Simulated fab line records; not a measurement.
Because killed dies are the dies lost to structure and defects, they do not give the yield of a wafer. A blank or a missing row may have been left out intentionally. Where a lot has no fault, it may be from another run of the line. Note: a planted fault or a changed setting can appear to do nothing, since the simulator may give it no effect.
Split-lot trial	flow n5Finfet	39 wafers read from 7 lots, route of 1938 steps

## ABOUT THE SPLIT
At N5_MOL_CONTACT_COAG_CVD_140 (deposits W, target thk 66.5 nm, time 215 s), the setting targetThkA was moved away from the recipe's 665 angstrom on 9 of the 39 wafers read, by -9.8% to +14.2%. The other wafers ran this setting at the recipe's value.

Reading taken at the split's own step.

## THE READING
W_of_MOL_CONTACT_COAG_CVD_140.thkNm (the simulator's own value, which no gauge read), in nm, at N5_MOL_CONTACT_COAG_CVD_140 (deposits W, target thk 66.5 nm, time 215 s). There is no usual value for it anywhere in the file. The 30 wafers here that ran the recipe average 66.3 nm, standard deviation 1.2 nm.

wafer	tool, chamber at the split	targetThkA as run, angstrom	against the recipe	W_of_MOL_CONTACT_COAG_CVD_140.thkNm, nm	against lot-mates on the recipe
L074.1	cvdW-02, 1	665	recipe	66.4	-
L074.2	cvdW-02, 0	665	recipe	68.6	-
L074.3	cvdW-02, 0	665	recipe	67.8	-
L074.4	cvdW-02, 1	665	recipe	66.8	-
L074.5	cvdW-02, 1	665	recipe	66.8	-
L074.6	cvdW-02, 0	665	recipe	68.2	-
L083.1	cvdW-02, 0	665	recipe	67.2	-
L083.2	cvdW-02, 1	600	-9.8%	59.2	-7.7
L083.3	cvdW-02, 0	600	-9.8%	61.4	-5.5
L083.4	cvdW-02, 1	665	recipe	66.6	-
L083.5	cvdW-02, 0	600	-9.8%	61.6	-5.3
L083.6	cvdW-02, 1	665	recipe	67	-
L086.1	cvdW-02, 0	665	recipe	68.2	-
L086.2	cvdW-02, 1	665	recipe	66.2	-
L086.3	cvdW-02, 0	759.7	+14.2%	77.4	+10.2
L086.4	cvdW-02, 1	665	recipe	67.2	-
L086.5	cvdW-02, 0	759.7	+14.2%	77.8	+10.6
L086.6	cvdW-02, 1	759.7	+14.2%	75.8	+8.6
L089.1	cvdW-02, 1	728.6	+9.6%	72	+5.3
L089.2	cvdW-02, 0	665	recipe	67.6	-
L089.3	cvdW-02, 0	665	recipe	67	-
L089.4	cvdW-02, 1	665	recipe	65.4	-
L089.5	cvdW-02, 1	728.6	+9.6%	72.2	+5.5
L089.6	cvdW-02, 0	728.6	+9.6%	73.4	+6.7
L091.1	cvdW-01, 0	665	recipe	64.8	-
L091.2	cvdW-01, 1	665	recipe	66.4	-
L091.3	cvdW-01, 1	665	recipe	66.4	-
L091.4	cvdW-01, 0	665	recipe	63.4	-
L091.5	cvdW-01, 0	665	recipe	64.2	-
L091.6	cvdW-01, 1	665	recipe	66.2	-
L093.1	cvdW-01, 1	665	recipe	65.8	-
L093.6	cvdW-01, 1	665	recipe	65.8	-
L093.2	cvdW-01, 0	665	recipe	64.4	-
L093.3	cvdW-01, 1	665	recipe	66.2	-
L093.4	cvdW-01, 0	665	recipe	65.2	-
L093.5	cvdW-01, 0	665	recipe	65.2	-
L095.1	cvdW-01, 0	665	recipe	64.8	-
L095.3	cvdW-01, 0	665	recipe	65.6	-
L095.4	cvdW-01, 1	665	recipe	66.6	-

FIT RESULTS
A straight line over all 39 wafers: W_of_MOL_CONTACT_COAG_CVD_140.thkNm changes by +0.679 nm for each +1% of targetThkA; r = +0.95; the points scatter about the line by 1.3 nm.
The same after taking each lot's own level away (the mean of its wafers on the recipe; 39 wafers): +0.657 nm for each +1%; r = +0.97; scatter 0.88 nm.
Per that fit: largest targetThkA move, reading shift of 9.4 nm.
Measured against the standard deviation above, the lots' own levels, which go from 65.23 to 67.43 nm, span 1.8 times it.
So the lot-to-lot level changes the slope little: the two slopes agree.
Check: +9.19 nm against its lot-mates is what the line predicts for one of the wafers moved furthest among these (+14.2%) when that wafer is left out of the fit. Against them it came out at +10.2 nm.

## OTHER SPLITS ON THESE WAFERS
These wafers also went through other splits before the reading. Each is held against what the fit with the lots' levels taken away leaves over:
other split on the same wafers	wafers away from the commonest value	r with W_of_MOL_CONTACT_COAG_CVD_140.thkNm (lot level and that fit taken away)
N5_DUMMY_GATE_EXPOSE_12 doseMj	18	-0.20
N5_DUMMY_GATE_ETCH_32 timeS	18	-0.17
N5_DUMMY_GATE_ETCH_42 biasW	12	+0.12
N5_SD_ACTIVATION_LSA_01 tempC	18	+0.00

## FILE'S OWN FIT
W_of_MOL_CONTACT_COAG_CVD_140.thkNm changes by +0.657 nm for each +1% of targetThkA, r = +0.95.
